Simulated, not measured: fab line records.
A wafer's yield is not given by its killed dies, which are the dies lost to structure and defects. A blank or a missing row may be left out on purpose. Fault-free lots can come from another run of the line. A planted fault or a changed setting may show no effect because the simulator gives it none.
Split-lot experiment -- flow n5_finfet -- 21 wafers read across 7 lots, on a route 1938 steps long

## SPLIT DETAILS
At N5_BEOL_M13_SPUTTER_43 (material TaN, target thk 15 nm, time 24.19 s), the setting time_s was moved away from the recipe's 24.19 s on 9 of the 21 wafers read, by -11.3% to +13.7%. This setting was run at the recipe's value on the other wafers.

The reading is taken at the split's own step.

## THE READING
TaN_of_BEOL_M13_SPUTTER_43.thk_nm (the simulator's own value, which no gauge read), in nm, at N5_BEOL_M13_SPUTTER_43 (material TaN, target thk 15 nm, time 24.19 s). The file gives no usual value for it. Here, 12 wafers ran the recipe; their average is 14.8 nm with a standard deviation of 0.12 nm.

wafer,"tool, chamber at the split","time_s as run, s",against the recipe,"TaN_of_BEOL_M13_SPUTTER_43.thk_nm, nm",against lot-mates on the recipe
L075.1,"pvd_sputter-03, -",24.19,recipe,14.8,-
L075.4,"pvd_sputter-03, -",24.19,recipe,14.8,-
L075.3,"pvd_sputter-03, -",27.51,+13.7%,16.6,+1.8
L078.2,"pvd_sputter-03, -",24.19,recipe,14.6,-
L078.4,"pvd_sputter-03, -",24.19,recipe,14.6,-
L078.5,"pvd_sputter-03, -",26.06,+7.7%,15.8,+1.2
L077.2,"pvd_sputter-03, -",24.19,recipe,15,-
L077.3,"pvd_sputter-03, -",24.19,recipe,14.8,-
L077.4,"pvd_sputter-03, -",24.19,recipe,14.8,-
L081.3,"pvd_sputter-03, -",21.46,-11.3%,13.2,-1.6
L081.4,"pvd_sputter-03, -",24.19,recipe,14.8,-
L081.6,"pvd_sputter-03, -",21.46,-11.3%,13,-1.8
L079.3,"pvd_sputter-01, -",27.36,+13.1%,16.8,+1.9
L079.4,"pvd_sputter-01, -",24.19,recipe,15,-
L079.6,"pvd_sputter-01, -",24.19,recipe,14.8,-
L082.2,"pvd_sputter-03, -",26.4,+9.1%,16.4,+1.6
L082.5,"pvd_sputter-03, -",26.4,+9.1%,16.4,+1.6
L082.4,"pvd_sputter-03, -",24.19,recipe,14.8,-
L088.3,"pvd_sputter-02, -",27.17,+12.3%,16.4,+1.6
L088.5,"pvd_sputter-02, -",24.19,recipe,14.8,-
L088.6,"pvd_sputter-02, -",27.17,+12.3%,16.8,+2.0

THE FIT
A straight line over all 21 wafers: TaN_of_BEOL_M13_SPUTTER_43.thk_nm changes by +0.149 nm for each +1% of time_s; r = +0.99; the points scatter about the line by 0.16 nm.
The same after taking each lot's own level away (the mean of its wafers on the recipe; 21 wafers): +0.149 nm for each +1%; r = +0.99; scatter 0.13 nm.
That fit puts the effect of the largest move of time_s on the reading at 2 nm.
Across the lots, their own levels run from 14.60 to 14.90 nm, a range of 2.6 times the standard deviation given above.
The two slopes are in agreement: the lot-to-lot level therefore moves the slope only a little.
Check: for one of the wafers moved furthest among these (+13.7%), held out of the fit, the line's prediction against its lot-mates is +2.1 nm. It came out at +1.8 nm against them.

## ADDITIONAL SPLITS CARRIED BY THESE WAFERS
Before the reading, these wafers also passed through other splits. Each is held against what the fit with the lots' levels taken away leaves over:
other split on the same wafers,wafers away from the commonest value,r with TaN_of_BEOL_M13_SPUTTER_43.thk_nm (lot level and that fit taken away)
N5_BEOL_M11_COAT_22 spin_rpm,6,-0.20
N5_BEOL_M13_ILD_DEP_00 time_s,6,-0.02
N5_BEOL_M13_COAT_04 spin_rpm,7,+0.07

## THE FILE'S OWN FIT
TaN_of_BEOL_M13_SPUTTER_43.thk_nm changes by +0.147 nm for each +1% of time_s, r = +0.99.
